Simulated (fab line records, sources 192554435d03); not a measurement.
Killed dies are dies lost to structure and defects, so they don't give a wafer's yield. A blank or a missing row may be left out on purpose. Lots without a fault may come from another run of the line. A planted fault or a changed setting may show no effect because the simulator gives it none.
Chamber matching | flow n5_finfet | N5_BEOL_M8_ETCH_72 on rie_diel-01: 4 sister chambers
The step etches underlayer in N2/H2, target depth 6.5 nm, time 5.2 s. 18 wafers are shown with their chamber, then 9 later ones without.

WAFERS WITH THEIR CHAMBER
wafer  | chamber | drypump_motor_current_A (A) | showerhead_plenum_p_Torr (Torr) | throttle_valve_pct (%)
L075.1 | 3       | 6.2                         | 2.67                            | 18.3
L075.2 | 2       | 5.6                         | 2.70                            | 17.3
L075.4 | 1       | 6.1                         | 2.44                            | 18.1
L076.4 | 3       | 6.2                         | 2.67                            | 18.3
L076.5 | 0       | 5.9                         | 2.60                            | 17.6
L076.6 | 3       | 6.2                         | 2.67                            | 18.3
L077.1 | 3       | 6.2                         | 2.67                            | 18.3
L077.2 | 1       | 6.1                         | 2.44                            | 18.1
L077.6 | 0       | 5.9                         | 2.60                            | 17.6
L078.1 | 2       | 5.6                         | 2.69                            | 17.4
L078.4 | 1       | 6.1                         | 2.44                            | 18.1
L078.6 | 3       | 6.2                         | 2.67                            | 18.3
L081.2 | 0       | 5.9                         | 2.59                            | 17.6
L081.4 | 1       | 6.1                         | 2.44                            | 18.1
L081.6 | 2       | 5.6                         | 2.69                            | 17.3
L085.1 | 2       | 5.6                         | 2.68                            | 17.4
L085.2 | 0       | 5.9                         | 2.59                            | 17.7
L085.4 | 3       | 6.3                         | 2.66                            | 18.4

SIGNATURES (means of the wafers above)
reading                  | chamber 0 | chamber 1 | chamber 2 | chamber 3 | scatter within a chamber
drypump_motor_current_A  | 5.900     | 6.100     | 5.600     | 6.217     | 0.0244
showerhead_plenum_p_Torr | 2.5950    | 2.4400    | 2.6900    | 2.6683    | 0.00523
throttle_valve_pct       | 17.625    | 18.100    | 17.350    | 18.317    | 0.043
Rule: a wafer's distance from a chamber is the root of the sum, over the readings, of the square of ((its reading less the chamber's mean) divided by the reading's scatter). The wafer belongs to the nearest chamber; if the next one is less than 2 further off, it can't be placed. The scatter: the root of (the sum of the squares of (reading less its chamber's mean) over the shown wafers, divided by (wafers less chambers)).

WAFERS WITHOUT THEIR CHAMBER
wafer  | drypump_motor_current_A (A) | showerhead_plenum_p_Torr (Torr) | throttle_valve_pct (%)
L089.1 | 6.1                         | 2.43                            | 18.1
L089.4 | 6.0                         | 2.43                            | 18.2
L089.6 | 6.0                         | 2.58                            | 17.7
L091.3 | 6.1                         | 2.43                            | 18.2
L091.4 | 5.6                         | 2.68                            | 17.4
L091.6 | 5.9                         | 2.58                            | 17.7
L097.3 | 6.2                         | 2.65                            | 18.4
L097.4 | 6.1                         | 2.42                            | 18.2
L097.6 | 6.3                         | 2.65                            | 18.4

WHICH CHAMBER EACH WENT THROUGH
wafer  | from the rows above | in truth
L089.1 | 1                   | 1
L089.4 | 1                   | 1
L089.6 | 0                   | 0
L091.3 | 1                   | 1
L091.4 | 2                   | 2
L091.6 | 0                   | 0
L097.3 | 3                   | 3
L097.4 | 1                   | 1
L097.6 | 3                   | 3
Placed correctly: 9 of 9. Can't be placed from these rows: 0. Placed wrongly: 0.
